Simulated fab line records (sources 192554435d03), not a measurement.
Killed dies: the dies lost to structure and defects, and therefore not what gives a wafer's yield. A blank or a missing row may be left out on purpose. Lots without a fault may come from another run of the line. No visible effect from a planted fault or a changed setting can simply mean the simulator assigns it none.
Split-lot trial ; flow n5_finfet ; 7 lots, 21 wafers read, on a route of 1938 steps

ABOUT THE SPLIT
At N5_SD_EPI_N_EPI_21 (deposits Si:P, time 690 s), the setting time_s was moved away from the recipe's 690 s on 10 of the 21 wafers read, by -19.0% to +12.7%. For the rest of the wafers, this setting stayed at what the recipe calls for.

FROM THE SPLIT TO THE READING: what the file shows between them, 4 steps
- N5_SD_EPI_N_EPI_MEAS_23
- N5_SD_EPI_N_PRECLEAN_24: cleans in O3/DIW, time 60 s
- N5_SD_EPI_N_SRD_25: time 30 s
- N5_SD_EPI_P_EPI_21: deposits SiGe:B, time 355 s

THE READING
Si-P_of_SD_EPI_N_EPI_21.thk_nm (the simulator's own value, which no gauge read), in nm, at N5_SD_EPI_P_HM_STRIP_48 (strips SiNx in H3PO4, material SiNx, target depth 3 nm). There is no usual value for it anywhere in the file. The 11 wafers here that ran the recipe average 58.4 nm, standard deviation 0.45 nm.

wafer;tool, chamber at the split;time_s as run, s;against the recipe;Si-P_of_SD_EPI_N_EPI_21.thk_nm, nm;against lot-mates on the recipe
L075.1;epi_rpcvd-03, 0;690;recipe;59.2;-
L075.4;epi_rpcvd-03, 0;690;recipe;58.6;-
L075.5;epi_rpcvd-03, 0;753.4;+9.2%;61.4;+2.5
L080.1;epi_rpcvd-01, 0;558.9;-19.0%;50.8;no lot-mate on the recipe
L080.3;epi_rpcvd-01, 0;558.9;-19.0%;50.8;no lot-mate on the recipe
L080.5;epi_rpcvd-01, 0;558.9;-19.0%;50.8;no lot-mate on the recipe
L083.3;epi_rpcvd-01, 0;690;recipe;58.4;-
L083.5;epi_rpcvd-01, 0;565.4;-18.1%;51;-7.2
L083.6;epi_rpcvd-01, 0;690;recipe;58;-
L084.1;epi_rpcvd-02, 0;690;recipe;58.6;-
L084.2;epi_rpcvd-02, 0;777.6;+12.7%;63.6;+5.0
L084.3;epi_rpcvd-02, 0;777.6;+12.7%;64.4;+5.8
L088.1;epi_rpcvd-01, 0;734.1;+6.4%;60.4;+2.6
L088.3;epi_rpcvd-01, 0;690;recipe;57.8;-
L088.4;epi_rpcvd-01, 0;734.1;+6.4%;60.8;+3.0
L090.3;epi_rpcvd-03, 0;619.2;-10.3%;54.4;-4.3
L090.4;epi_rpcvd-03, 0;690;recipe;58.4;-
L090.6;epi_rpcvd-03, 0;690;recipe;59;-
L093.1;epi_rpcvd-03, 0;690;recipe;58.4;-
L093.3;epi_rpcvd-03, 0;690;recipe;58.4;-
L093.6;epi_rpcvd-03, 0;690;recipe;57.6;-

FIT RESULTS
A straight line over all 21 wafers: Si-P_of_SD_EPI_N_EPI_21.thk_nm changes by +0.402 nm for each +1% of time_s; r = +0.99; the points scatter about the line by 0.45 nm.
The same after taking each lot's own level away (the mean of its wafers on the recipe; 18 wafers): +0.403 nm for each +1%; r = +0.99; scatter 0.43 nm.
According to that fit, moving time_s by its largest amount changes the reading by 7.6 nm.
The lots' own levels span 57.80 to 58.90 nm, that is 2.4 times the standard deviation above.
The two slopes agree, so the slope changes little with the lot-to-lot level.
Check: with one of the wafers moved furthest among these (-18.1%) left out of the fit, the line predicts -7.36 nm for it against its lot-mates. Against them it came out at -7.2 nm.

THE WHOLE CHAIN: every reading that the file lists as answering this split, in the file's order
step;what it does;reading;change (the file's fit);r (the file's)
N5_SD_EPI_N_EPI_21;deposits Si:P, time 690 s;Si-P_of_SD_EPI_N_EPI_21.thk_nm (the simulator's own value, which no gauge read);+0.405 nm for each +1% of the setting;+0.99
N5_SD_EPI_N_EPI_MEAS_23;;thk_nm;withheld for each +1% of the setting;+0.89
N5_SD_EPI_P_HM_STRIP_48;strips SiNx in H3PO4, material SiNx, target depth 3 nm;Si-P_of_SD_EPI_N_EPI_21.thk_nm (the simulator's own value, which no gauge read);+0.395 nm for each +1% of the setting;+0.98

FILE'S OWN FIT
Si-P_of_SD_EPI_N_EPI_21.thk_nm changes by +0.395 nm for each +1% of time_s, r = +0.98.
